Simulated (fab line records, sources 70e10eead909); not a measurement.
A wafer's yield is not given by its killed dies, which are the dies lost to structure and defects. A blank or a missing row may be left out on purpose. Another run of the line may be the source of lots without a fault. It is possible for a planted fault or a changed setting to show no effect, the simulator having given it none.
Struck lot and sound lot, side by side    flow nand_harc    13 steps out of a route of 1302
Sound: these wafers, L371.1, L371.2, L371.4. Struck: wafer L385.3 (L385.2, L385.4, from the same lot, were not struck and are left out); the cause is given at the end.
For every step that has rows: the tool of each side, followed by ch and its chambers, followed by its first start. Under that, the readings that differ: sound wafers    struck wafers    difference of the means    sigmas: that difference in standard deviations of wafers without a fault.
alike: readings whose means differ by less than 2 such deviations, and words and numbers that are the same on both sides. not compared: withheld readings, readings that some wafer has no value for, bounds like >300 that may hide the same value, and numbers for which the record gives no deviation and whose values overlap.
A row with sigmas, a row that says differs or no value, or rows on one side alone: a step with any of these is where the two part. Numbers that have no deviation but don't overlap get no sigmas and don't part them. A reading missing from all wafers of one side parts the sides only when that side holds two or more wafers.

first, 2 steps without rows for these wafers: NHARC_A_ONON_D1_ANNEAL_15 (time 3600 s); NHARC_A_ONON_D1_DEP_16 (target thk 1000 nm).
NHARC_A_ONON_D1_THK_MEAS_18: measures by ellipsometry.
  sound: film_metro-02 at day 10 06:37; struck: film_metro-02 at day 16 01:04
  alike: thk_nm
then NHARC_A_ONON_D1_DEP_19 (target thk 1000 nm), 1 step lacking rows for these wafers.
NHARC_A_ONON_D1_THK_MEAS_21: measures by ellipsometry.
  sound: film_metro-01 at day 10 07:11; struck: film_metro-02 at day 16 01:38
  alike: thk_nm
then NHARC_A_ONON_D1_DEP_22 (target thk 1000 nm), 1 step lacking rows for these wafers.
NHARC_A_ONON_D1_THK_MEAS_24: measures by ellipsometry.
  sound: film_metro-02 at day 10 07:45; struck: film_metro-01 at day 16 02:12
  alike: thk_nm
then NHARC_A_ONON_D1_DEP_25 (target thk 1000 nm), 1 step lacking rows for these wafers.
NHARC_A_ONON_D1_THK_MEAS_27: measures by ellipsometry.
  sound: film_metro-02 at day 10 08:19; struck: film_metro-02 at day 16 02:46
  alike: thk_nm
then NHARC_A_ONON_D1_DEP_28 (target thk 1000 nm), 1 step lacking rows for these wafers.
NHARC_A_ONON_D1_THK_MEAS_30: measures by ellipsometry.
  sound: film_metro-02 at day 10 08:53; struck: film_metro-02 at day 16 03:20
  alike: thk_nm
NHARC_A_ONON_D1_DEP_33: deposits SiO2, target thk 200 nm.
  sound on pecvd-04 ch 0,1, day 10 08:59; struck on pecvd-04 ch 0, day 16 03:24
reading             sound              struck  difference  sigmas
rf_fwd_power_W (W)  894.6 898.7 893.2  793.9   -101.6      -38
  alike: heater_power_outer_w, heater_power_w, throttle_valve_pct
NHARC_A_ONON_D1_THK_MEAS_34: measures by ellipsometry.
  sound: film_metro-01 at day 10 09:21; struck: film_metro-01 at day 16 03:49
reading      sound              struck  difference  sigmas
thk_nm (nm)  196.7 197.5 200.0  192.2   -5.9        -2

== WHERE THEY PART ==
Last at NHARC_A_ONON_D1_THK_MEAS_34 as far as this record goes, first at NHARC_A_ONON_D1_DEP_33.

WHY: the cause the simulator had injected
pecvd-04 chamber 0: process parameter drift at NHARC_A_ONON_D1_DEP_33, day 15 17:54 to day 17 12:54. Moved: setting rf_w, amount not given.
